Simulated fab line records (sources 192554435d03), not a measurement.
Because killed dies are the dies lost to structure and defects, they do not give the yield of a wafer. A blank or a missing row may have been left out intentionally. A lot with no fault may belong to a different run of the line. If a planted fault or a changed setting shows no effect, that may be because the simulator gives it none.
Split-lot study -- flow n5 finfet -- 21 wafers read across 7 lots, on a route 1938 steps long

## THE SPLIT
At N5_BEOL_M3_ETCH_70 (etches SOC in N2/H2, target depth 80 nm, overetch 16 nm, time 120 s), the setting bias w was moved away from the recipe's 150 W on 2 of the 21 wafers read, by -11.7% to +7.4%. This setting was run at the recipe's value on the other wafers.

Reading taken at the split's own step.

## THE READING
rf vpp V, in V, at N5_BEOL_M3_ETCH_70 (etches SOC in N2/H2, target depth 80 nm, overetch 16 nm, time 120 s). A value of 523.0 V with a standard deviation of 2.4 V is what fault-free wafers of this fab line usually give.

wafer,"tool, chamber at the split","bias w as run, W",against the recipe,"rf vpp V, V",against lot-mates on the recipe
L080.1,"rie diel-02, 0",161.1,+7.4%,548.5,+27.2
L080.3,"rie diel-02, 2",150,recipe,523.0,-
L080.5,"rie diel-02, 1",150,recipe,519.6,-
L083.4,"rie diel-04, 2",150,recipe,524.4,-
L083.5,"rie diel-04, 0",150,recipe,522.0,-
L083.6,"rie diel-04, 3",150,recipe,523.1,-
L086.4,"rie diel-04, 1",150,recipe,527.1,-
L086.5,"rie diel-04, 2",132.4,-11.7%,482.7,-45.0
L086.6,"rie diel-04, 1",150,recipe,528.3,-
L090.2,"rie diel-03, 3",150,recipe,520.5,-
L090.3,"rie diel-03, 0",150,recipe,520.2,-
L090.4,"rie diel-03, 2",150,recipe,520.7,-
L093.1,"rie diel-02, 0",150,recipe,523.8,-
L093.2,"rie diel-02, 2",150,recipe,523.5,-
L093.5,"rie diel-02, 3",150,recipe,525.6,-
L096.1,"rie diel-04, 0",150,recipe,524.3,-
L096.2,"rie diel-04, 3",150,recipe,521.9,-
L096.3,"rie diel-04, 1",150,recipe,526.9,-
L097.3,"rie diel-04, 1",150,recipe,524.8,-
L097.4,"rie diel-04, 1",150,recipe,527.3,-
L097.5,"rie diel-04, 2",150,recipe,522.6,-

FIT RESULTS
A straight line over all 21 wafers: rf vpp V changes by +3.45 V for each +1% of bias w; r = +0.97; the points scatter about the line by 2.5 V.
The same after taking each lot's own level away (the mean of its wafers on the recipe; 21 wafers): +3.79 V for each +1%; r = +0.99; scatter 1.4 V.
According to that fit, moving bias w by its largest amount changes the reading by 44 V.
The lots' own levels span 520.47 to 527.70 V, that is 3.0 times the standard deviation above.
The two slopes are in agreement: the lot-to-lot level therefore moves the slope only a little.
Check: for one of the wafers moved furthest among these (-11.7%), held out of the fit, the line's prediction against its lot-mates is -43.1 V. Against them it came out at -45 V.
Tool readings at the split's step, against how far the setting was moved: rf vpp V r = +0.97.

## OTHER SPLITS ON THESE WAFERS
Other splits were also applied to these wafers ahead of the reading. Each is held against what the fit with the lots' levels taken away leaves over:
other split on the same wafers,wafers away from the commonest value,r with rf vpp V (lot level and that fit taken away)
N5_BEOL_M2_COAT_22 spin rpm,5,+0.19
N5_BEOL_M2_EXPOSE_25 dose mj,4,-0.11
N5_BEOL_M3_COAT_05 spin rpm,8,+0.10
N5_BEOL_M3_EXPOSE_25 dose mj,6,-0.09

## FILE'S OWN FIT
rf vpp V changes by +3.79 V for each +1% of bias w, r = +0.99.
